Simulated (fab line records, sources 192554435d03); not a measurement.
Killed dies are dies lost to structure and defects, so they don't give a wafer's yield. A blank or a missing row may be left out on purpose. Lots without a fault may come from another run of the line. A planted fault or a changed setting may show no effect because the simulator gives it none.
A struck lot beside a sound one | flow n5_finfet | 16 steps out of a route of 1938
Sound: wafers L618.2, L618.3, L618.5. Struck: wafers L619.1, L619.4. (L619.5 of the same lot was not struck and is left out.) The cause comes at the end.
At each step with rows: each side's tool, then ch and its chambers, then its first start. Under that, the readings that differ: sound wafers | struck wafers | difference of the means | sigmas: that difference in standard deviations of wafers without a fault.
alike: readings whose means differ by less than 2 such deviations, and words and numbers that are the same on both sides. not compared: withheld readings, readings that some wafer has no value for, bounds like >300 that may hide the same value, and numbers for which the record gives no deviation and whose values overlap.
The two part at a step that has a row with sigmas, a row that says differs or no value, or rows on one side only. Numbers that don't overlap but have no deviation are shown without sigmas and don't part them. A reading that every wafer of one side lacks parts them only if that side has two wafers or more.

N5_MIM_BOT_SPUTTER_00: material TiN, target thk 35 nm, time 89.7 s.
  sound on pvd_sputter-01, day 15 11:19; struck on pvd_sputter-02, day 15 13:02
  alike: throttle_valve_pct
N5_MIM_TOP_ALD_00: deposits Al2O3, purge time 3 s, co reactant pulse time 3 s.
  sound on ald_hk-03 ch 0,1, day 15 11:25; struck on ald_hk-02 ch 0,3, day 15 13:08
  alike: precursor_pulse_height_rel
N5_MIM_TOP_ALD_01: deposits HfO2, target thk 5.6 nm, pulse time 1 s, purge time 3 s.
  sound on ald_hk-03 ch 0,1; struck on ald_hk-02 ch 0,3
  alike: precursor_pulse_height_rel
N5_MIM_TOP_ALD_02: deposits Al2O3, purge time 3 s, co reactant pulse time 3 s.
  sound on ald_hk-03 ch 0,1; struck on ald_hk-02 ch 0,3
  alike: precursor_pulse_height_rel
N5_MIM_TOP_DEGAS_04: time 60 s.
  sound on pvd_sputter-02, day 15 12:52; struck on pvd_sputter-03, day 15 13:37
  alike: heater_power_w
then, 7 steps without rows for these wafers: N5_MIM_TOP_SPUTTER_03 (material TiN, target thk 35 nm, time 89.7 s); N5_MIM_TOP_LITHO_HMDS_01 (time 60 s); N5_MIM_TOP_LITHO_COAT_02; N5_MIM_TOP_LITHO_EBR_04; N5_MIM_TOP_LITHO_SOFTBAKE_03 (time 90 s); N5_MIM_TOP_LITHO_EXPOSE_05 (exposes mask MIM TOP, target cd 2000 nm); N5_MIM_TOP_LITHO_PEB_06.
N5_MIM_TOP_LITHO_DEVELOP_07: develop time 60 s.
  sound on litho_track-02 ch 0, day 15 13:19; struck on litho_track-03 ch 0, day 15 13:55
then, 1 step without rows for these wafers: N5_MIM_TOP_LITHO_HARDBAKE_09 (time 120 s).
N5_MIM_TOP_LITHO_CD_MEAS_08: target cd 2000 nm.
  sound on cd_sem-02 ch 0, day 15 13:26; struck on cd_sem-02 ch 0, day 15 14:02
  reading    | sound                | struck        | difference | sigmas
  cd_nm (nm) | 2001.4 2001.3 1999.8 | 1995.3 1993.2 | -6.6       | -4
N5_MIM_TOP_LITHO_OVL_MEAS_11:
  sound on overlay-02 ch 0, day 15 13:28; struck on overlay-01 ch 0, day 15 14:04
  alike: MIM_TOP_OVL

WHERE THEY PART
Only at N5_MIM_TOP_LITHO_CD_MEAS_08, within this record. Later steps at which nothing parts them and some readings are alike: N5_MIM_TOP_LITHO_OVL_MEAS_11.

WHY: what the simulator had put in
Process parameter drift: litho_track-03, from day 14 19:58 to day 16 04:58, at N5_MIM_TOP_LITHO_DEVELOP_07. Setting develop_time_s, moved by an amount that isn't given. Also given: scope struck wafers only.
